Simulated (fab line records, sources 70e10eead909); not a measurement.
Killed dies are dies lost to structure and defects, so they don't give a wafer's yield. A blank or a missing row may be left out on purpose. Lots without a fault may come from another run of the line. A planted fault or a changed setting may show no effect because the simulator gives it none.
Which tool did it? | flow nand_harc | 24 lots, 72 wafers sampled, at 6 steps of a route of 1302

WHAT THE GAUGES READ, wafer by wafer
NHARC_A_BONDPAD_CD_MEAS_09: target cd 500 nm.
lot  | measured     | on        | cd_nm (nm)
L074 | day 23 03:33 | cd_sem-03 | 498.7 497.9 498.4
L076 | day 23 19:16 | cd_sem-01 | 500.3 499.0 500.3
L075 | day 23 23:32 | cd_sem-02 | 501.6 499.3 499.6
L077 | day 24 05:59 | cd_sem-03 | 502.5 502.1 500.8
L078 | day 24 06:58 | cd_sem-03 | 499.6 499.6 497.3
L079 | day 24 21:02 | cd_sem-03 | 499.6 497.8 501.5
L080 | day 25 14:16 | cd_sem-01 | 501.2 502.7 500.6
L081 | day 25 23:46 | cd_sem-02 | 500.1 501.1 503.7
L082 | day 26 02:53 | cd_sem-03 | 503.1 504.5 500.9
L085 | day 27 19:42 | cd_sem-02 | 500.6 498.2 501.0
L083 | day 27 23:41 | cd_sem-02 | 501.0 502.5 498.1
L086 | day 28 01:02 | cd_sem-01 | 497.7 498.7 498.0
L084 | day 28 02:34 | cd_sem-02 | 501.6 499.2 499.5
L087 | day 28 21:32 | cd_sem-03 | 502.9 499.2 499.2
L088 | day 29 01:55 | cd_sem-03 | 500.8 500.6 503.1
L089 | day 29 11:41 | cd_sem-01 | 499.5 497.6 498.8
L091 | day 29 16:23 | cd_sem-02 | 498.3 500.3 498.9
L090 | day 29 17:26 | cd_sem-02 | 500.1 502.0 500.1
L094 | day 31 03:38 | cd_sem-03 | 499.0 499.6 500.3
L093 | day 31 05:15 | cd_sem-02 | 499.3 499.2 499.3
L092 | day 31 08:28 | cd_sem-01 | 498.8 500.2 498.9
L095 | day 31 17:03 | cd_sem-03 | 500.7 500.1 502.5
L096 | day 32 01:06 | cd_sem-02 | 499.2 498.8 498.5
L097 | day 32 11:25 | cd_sem-01 | 501.3 501.0 499.1

NHARC_THIN_TSV_CD_MEAS_12: target cd 1000 nm.
lot  | measured     | on        | cd_nm (nm)
L074 | day 23 21:55 | cd_sem-03 | 1000.1 998.1 996.9
L076 | day 24 10:19 | cd_sem-03 | 1002.1 1000.1 1001.7
L075 | day 24 14:35 | cd_sem-02 | 999.6 1003.3 1004.3
L077 | day 24 21:30 | cd_sem-03 | 998.1 997.3 1000.2
L078 | day 24 22:38 | cd_sem-01 | 1002.0 1002.1 1002.6
L079 | day 25 15:01 | cd_sem-02 | 992.7 993.7 996.6
L080 | day 26 08:01 | cd_sem-01 | 996.4 995.4 995.4
L081 | day 26 15:07 | cd_sem-01 | 996.8 998.6 998.1
L082 | day 26 16:28 | cd_sem-02 | 1000.4 1003.0 999.9
L085 | day 28 10:40 | cd_sem-01 | 1001.4 1000.6 1002.1
L083 | day 28 17:35 | cd_sem-02 | 1001.8 999.3 1004.8
L086 | day 28 18:53 | cd_sem-03 | 1001.3 1001.2 1002.9
L084 | day 28 20:07 | cd_sem-03 | 1004.0 1004.0 1004.5
L087 | day 29 14:23 | cd_sem-02 | 997.8 1001.8 998.1
L088 | day 29 15:38 | cd_sem-03 | 996.4 997.5 998.5
L089 | day 30 03:16 | cd_sem-03 | 998.7 999.3 999.9
L091 | day 30 12:15 | cd_sem-01 | 998.8 1001.6 999.2
L090 | day 30 11:03 | cd_sem-01 | 997.9 998.5 999.4
L094 | day 31 18:46 | cd_sem-03 | 995.8 995.1 999.6
L093 | day 32 03:58 | cd_sem-03 | 997.4 996.9 999.3
L092 | day 32 05:10 | cd_sem-01 | 996.9 998.6 997.0
L095 | day 32 11:54 | cd_sem-01 | 999.8 1002.0 999.8
L096 | day 32 17:44 | cd_sem-02 | 995.6 996.5 996.3
L097 | day 33 05:05 | cd_sem-01 | 999.4 997.9 996.9

NHARC_THIN_TSV_CD_MEAS_37.
lot  | measured     | on        | cd_nm (nm)
L074 | day 24 05:16 | cd_sem-02 | 4997 4997 4995
L076 | day 24 17:38 | cd_sem-03 | 5004 5001 5003
L075 | day 24 21:49 | cd_sem-01 | 4997 5002 5004
L077 | day 25 05:04 | cd_sem-01 | 4996 5000 5001
L078 | day 25 05:58 | cd_sem-03 | 5004 5003 5003
L079 | day 25 22:14 | cd_sem-02 | 4998 4999 4997
L080 | day 26 15:23 | cd_sem-03 | 4996 4994 4995
L081 | day 26 22:29 | cd_sem-02 | 4999 5001 5001
L082 | day 26 23:55 | cd_sem-01 | 5002 5003 5000
L085 | day 28 17:59 | cd_sem-03 | 5006 5004 5004
L083 | day 29 00:59 | cd_sem-02 | 5007 4998 5007
L086 | day 29 02:41 | cd_sem-01 | 5000 5000 5001
L084 | day 29 04:07 | cd_sem-02 | 5002 5004 5005
L087 | day 29 21:49 | cd_sem-02 | 4997 5005 5003
L088 | day 30 00:03 | cd_sem-01 | 4995 4998 4999
L089 | day 30 10:41 | cd_sem-02 | 4999 5001 4998
L091 | day 30 19:37 | cd_sem-02 | 5000 5003 5002
L090 | day 30 18:17 | cd_sem-02 | 4994 5001 4998
L094 | day 32 02:08 | cd_sem-03 | 4992 4995 5000
L093 | day 32 11:19 | cd_sem-01 | 4999 4996 4999
L092 | day 32 12:32 | cd_sem-02 | 5000 5003 5000
L095 | day 32 19:25 | cd_sem-01 | 5001 5004 5002
L096 | day 33 01:04 | cd_sem-03 | 4998 4999 4999
L097 | day 33 12:29 | cd_sem-01 | 4998 4997 4995

WHICH TOOL RAN EACH LOT (tool, then ch and the chambers of the sampled wafers, then the start)
lot  | NHARC_A_BONDPAD_DESCUM_11          | NHARC_A_BONDPAD_PVD_27                  | NHARC_THIN_TSV_ETCH_44
L074 | rie_diel-03 ch 0,2,3, day 23 03:46 | pvd_sputter-02, day 23 21:55 or earlier | rie_diel-05 ch 2,3, day 23 22:10
L076 | rie_diel-03 ch 0,1,2, day 23 19:29 | pvd_sputter-03, day 24 10:19 or earlier | rie_diel-06 ch 0,3, day 24 10:34
L075 | rie_diel-03 ch 0,1,3, day 23 23:45 | pvd_sputter-03, day 24 14:35 or earlier | rie_diel-05 ch 1,2, day 24 14:49
L077 | rie_diel-03 ch 1,2,3, day 24 06:12 | pvd_sputter-03, day 24 21:30 or earlier | rie_diel-05 ch 1,2,3, day 24 21:55
L078 | rie_diel-03 ch 0,1,2, day 24 07:11 | pvd_sputter-03, day 24 22:38 or earlier | rie_diel-06 ch 0,1,3, day 24 22:53
L079 | rie_diel-03 ch 1,3, day 24 21:15   | pvd_sputter-02, day 25 15:01 or earlier | rie_diel-07 ch 1,3, day 25 15:16
L080 | rie_diel-03 ch 0,1,2, day 25 14:29 | pvd_sputter-02, day 26 08:01 or earlier | rie_diel-06 ch 0,3, day 26 08:15
L081 | rie_diel-03 ch 0,1,3, day 26 00:01 | pvd_sputter-03, day 26 15:07 or earlier | rie_diel-05 ch 0,3, day 26 15:25
L082 | rie_diel-03 ch 1,2,3, day 26 03:05 | pvd_sputter-03, day 26 16:28 or earlier | rie_diel-06 ch 0,1, day 26 16:43
L085 | rie_diel-04 ch 0,1,3, day 27 19:55 | pvd_sputter-03, day 28 10:40 or earlier | rie_diel-05 ch 0,1,3, day 28 10:54
L083 | rie_diel-03 ch 0,1,3, day 27 23:55 | pvd_sputter-02, day 28 17:35 or earlier | rie_diel-07 ch 0,2,3, day 28 17:49
L086 | rie_diel-11 ch 0,1,2, day 28 01:16 | pvd_sputter-02, day 28 18:53 or earlier | rie_diel-05 ch 2,3, day 28 19:12
L084 | rie_diel-03 ch 1,2, day 28 02:47   | pvd_sputter-03, day 28 20:07 or earlier | rie_diel-05 ch 0,1, day 28 20:22
L087 | rie_diel-11 ch 0,2,3, day 28 21:46 | pvd_sputter-02, day 29 14:23 or earlier | rie_diel-06 ch 0,1,3, day 29 14:38
L088 | rie_diel-03 ch 0,1,3, day 29 02:10 | pvd_sputter-02, day 29 15:38 or earlier | rie_diel-07 ch 0,2, day 29 15:58
L089 | rie_diel-03 ch 0,3, day 29 11:59   | pvd_sputter-03, day 29 13:21            | rie_diel-05 ch 1,2,3, day 30 03:37
L091 | rie_diel-03 ch 1,2,3, day 29 16:36 | pvd_sputter-03, day 29 17:56            | rie_diel-05 ch 0,1,2, day 30 12:29
L090 | rie_diel-03 ch 0,3, day 29 17:39   | pvd_sputter-01, day 30 11:03 or earlier | rie_diel-07 ch 1,2, day 30 11:22
L094 | rie_diel-03 ch 0,2, day 31 03:51   | pvd_sputter-03, day 31 18:46 or earlier | rie_diel-05 ch 1,2, day 31 19:01
L093 | rie_diel-03 ch 2,3, day 31 05:28   | pvd_sputter-03, day 32 03:58 or earlier | rie_diel-06 ch 0,1, day 32 04:13
L092 | rie_diel-03 ch 0,1,2, day 31 08:41 | pvd_sputter-01, day 32 05:10 or earlier | rie_diel-05 ch 2,3, day 32 05:28
L095 | rie_diel-03 ch 0,2,3, day 31 17:16 | pvd_sputter-03, day 32 11:54 or earlier | rie_diel-07 ch 0,3, day 32 12:08
L096 | rie_diel-03 ch 1,3, day 32 01:19   | pvd_sputter-03, day 32 17:44 or earlier | rie_diel-06 ch 0,2,3, day 32 17:59
L097 | rie_diel-03 ch 0,1,2, day 32 11:38 | pvd_sputter-02, day 33 05:05 or earlier | rie_diel-05 ch 2,3, day 33 05:20
- NHARC_A_BONDPAD_DESCUM_11: chemistry O2, time 3 s.
- NHARC_A_BONDPAD_PVD_27: deposits Cu, target thk 30 nm, time 20.49 s.
- NHARC_THIN_TSV_ETCH_44: etches the open film in CF4/O2, target depth 1594.2 nm, time 797.1 s.

WHAT THE TOOLS THEMSELVES READ (means of the sampled wafers that have a number; where no wafer has one, the mark that the record gives instead)
NHARC_A_BONDPAD_DESCUM_11.
lot  | tool        | chamber_pressure_mTorr (mTorr) | drypump_motor_current_A (A) | oes_product_au (a.u.) | rf_vpp_V (V) | showerhead_plenum_p_Torr (Torr) | throttle_valve_pct (%)
L074 | rie_diel-03 | 59.98                          | 5.3                         | 0.987                 | 59.3         | 1.96                            | 11.311
L076 | rie_diel-03 | 59.98                          | 5.5                         | 0.982                 | 58.1         | 1.96                            | 11.306
L075 | rie_diel-03 | 60.01                          | 5.6                         | 0.985                 | 57.7         | 1.88                            | 11.314
L077 | rie_diel-03 | 60.02                          | 5.6                         | 0.988                 | 58.2         | 1.89                            | 11.305
L078 | rie_diel-03 | 59.95                          | 5.5                         | 0.988                 | 57.9         | 1.96                            | 11.315
L079 | rie_diel-03 | 60.03                          | 5.9                         | 0.983                 | 57.1         | 1.80                            | 11.310
L080 | rie_diel-03 | 60.00                          | 5.5                         | 0.995                 | 58.0         | 1.96                            | 11.305
L081 | rie_diel-03 | 60.03                          | 5.6                         | 0.988                 | 57.0         | 1.88                            | 11.317
L082 | rie_diel-03 | 60.00                          | 5.6                         | 0.997                 | 57.3         | 1.89                            | 11.306
L085 | rie_diel-04 | 60.00                          | 5.8                         | 0.994                 | 58.3         | 1.93                            | 11.310
L083 | rie_diel-03 | 60.01                          | 5.6                         | 0.997                 | 57.6         | 1.88                            | 11.315
L086 | rie_diel-11 | 59.98                          | 5.7                         | 0.988                 | 57.4         | 1.94                            | 11.311
L084 | rie_diel-03 | 60.00                          | 5.5                         | 0.991                 | 57.7         | 1.97                            | 11.306
L087 | rie_diel-11 | 59.99                          | 5.5                         | 1.002                 | 57.7         | 1.99                            | 11.303
L088 | rie_diel-03 | 59.95                          | 5.6                         | 1.000                 | 57.6         | 1.88                            | 11.312
L089 | rie_diel-03 | 59.95                          | 5.3                         | 0.985                 | 58.1         | 1.95                            | 11.313
L091 | rie_diel-03 | 60.04                          | 5.6                         | 0.992                 | 57.6         | 1.89                            | 11.310
L090 | rie_diel-03 | 60.00                          | 5.3                         | 0.994                 | 57.2         | 1.95                            | 11.307
L094 | rie_diel-03 | 60.02                          | 5.2                         | 0.985                 | 58.1         | 2.04                            | 11.310
L093 | rie_diel-03 | 59.97                          | 5.3                         | 1.000                 | 57.8         | 1.97                            | 11.308
L092 | rie_diel-03 | 60.03                          | 5.4                         | 0.993                 | 57.9         | 1.95                            | 11.313
L095 | rie_diel-03 | 59.95                          | 5.3                         | 0.999                 | 58.0         | 1.96                            | 11.303
L096 | rie_diel-03 | 60.05                          | 5.8                         | 1.003                 | 57.1         | 1.81                            | 11.306
L097 | rie_diel-03 | 60.02                          | 5.5                         | 1.004                 | 58.3         | 1.95                            | 11.308

NHARC_A_BONDPAD_PVD_27.
lot  | tool           | throttle_valve_pct (%)
L074 | pvd_sputter-02 | 29.8
L076 | pvd_sputter-03 | 29.6
L075 | pvd_sputter-03 | 31.0
L077 | pvd_sputter-03 | 31.2
L078 | pvd_sputter-03 | 30.0
L079 | pvd_sputter-02 | 29.5
L080 | pvd_sputter-02 | 30.0
L081 | pvd_sputter-03 | 30.9
L082 | pvd_sputter-03 | 29.5
L085 | pvd_sputter-03 | 29.9
L083 | pvd_sputter-02 | 30.3
L086 | pvd_sputter-02 | 30.4
L084 | pvd_sputter-03 | 30.1
L087 | pvd_sputter-02 | 30.1
L088 | pvd_sputter-02 | 30.3
L089 | pvd_sputter-03 | 30.8
L091 | pvd_sputter-03 | 30.4
L090 | pvd_sputter-01 | 30.2
L094 | pvd_sputter-03 | 29.7
L093 | pvd_sputter-03 | 29.7
L092 | pvd_sputter-01 | 30.2
L095 | pvd_sputter-03 | 30.4
L096 | pvd_sputter-03 | 29.9
L097 | pvd_sputter-02 | 30.1

NHARC_THIN_TSV_ETCH_44.
lot  | tool        | chamber_pressure_mTorr (mTorr) | drypump_motor_current_A (A) | oes_product_au (a.u.) | rf_vpp_V (V) | showerhead_plenum_p_Torr (Torr) | throttle_valve_pct (%)
L074 | rie_diel-05 | 30.00                          | 5.5                         | 1.005                 | 792          | 1.79                            | 16.911
L076 | rie_diel-06 | 29.98                          | 5.7                         | 0.997                 | 796          | 1.85                            | 16.907
L075 | rie_diel-05 | 29.96                          | 5.5                         | 1.009                 | 789          | 1.74                            | 16.918
L077 | rie_diel-05 | 30.03                          | 5.7                         | 1.015                 | 793          | 1.80                            | 16.917
L078 | rie_diel-06 | 30.00                          | 5.6                         | 0.997                 | 798          | 1.88                            | 16.907
L079 | rie_diel-07 | 29.98                          | 5.2                         | 0.994                 | 799          | 1.90                            | 16.913
L080 | rie_diel-06 | 29.99                          | 5.8                         | 0.994                 | 797          | 1.88                            | 16.918
L081 | rie_diel-05 | 30.00                          | 5.3                         | 1.015                 | 792          | 1.79                            | 16.900
L082 | rie_diel-06 | 30.03                          | 5.5                         | 1.006                 | 798          | 1.89                            | 16.909
L085 | rie_diel-05 | 29.99                          | 5.7                         | 1.014                 | 792          | 1.80                            | 16.918
L083 | rie_diel-07 | 30.02                          | 5.9                         | 0.999                 | 797          | 1.86                            | 16.910
L086 | rie_diel-05 | 30.01                          | 5.8                         | 1.007                 | 795          | 1.85                            | 16.918
L084 | rie_diel-05 | 30.01                          | 5.3                         | 0.999                 | 788          | 1.74                            | 16.926
L087 | rie_diel-06 | 30.00                          | 5.6                         | 0.991                 | 798          | 1.88                            | 16.916
L088 | rie_diel-07 | 30.03                          | 5.8                         | 0.988                 | 796          | 1.89                            | 16.915
L089 | rie_diel-05 | 29.99                          | 5.8                         | 0.997                 | 793          | 1.80                            | 16.911
L091 | rie_diel-05 | 30.00                          | 5.4                         | 1.003                 | 787          | 1.74                            | 16.915
L090 | rie_diel-07 | 29.98                          | 5.1                         | 0.992                 | 799          | 1.92                            | 16.915
L094 | rie_diel-05 | 30.02                          | 5.4                         | 1.002                 | 789          | 1.74                            | 16.913
L093 | rie_diel-06 | 30.01                          | 5.6                         | 0.986                 | 796          | 1.86                            | 16.913
L092 | rie_diel-05 | 30.00                          | 5.8                         | 0.999                 | 796          | 1.85                            | 16.924
L095 | rie_diel-07 | 30.03                          | 5.8                         | 0.997                 | 793          | 1.82                            | 16.913
L096 | rie_diel-06 | 29.97                          | 6.1                         | 0.994                 | 795          | 1.84                            | 16.913
L097 | rie_diel-05 | 30.01                          | 5.7                         | 0.999                 | 796          | 1.85                            | 16.916

THE ANSWER, worked out from the rows above alone
Rule: what is usual is taken from the lots themselves. Put in order of their means at a reading, lots are off if they are a third of the lots or fewer, leave a main group of 4 or more, and stand apart from it by a gap of 3 or more times the standard deviation of the main group's means; of several such gaps the widest counts. A main group whose means are all the same, to the digits that the tables above print for the reading, isn't used. A lot without any number at a reading at which 4 lots or more have one is off too. The other lots that the step has rows for count as sound. The gauges are gone through in route order, then the tools' own readings, and for those a lot's mean is taken as printed above. The first step at which some lot is off is used, and at that step the reading that is off furthest; a lot without a number counts as furthest.
No lot is off at any reading shown: from this, nothing can be told.

WHAT THE SIMULATOR HAD PUT IN
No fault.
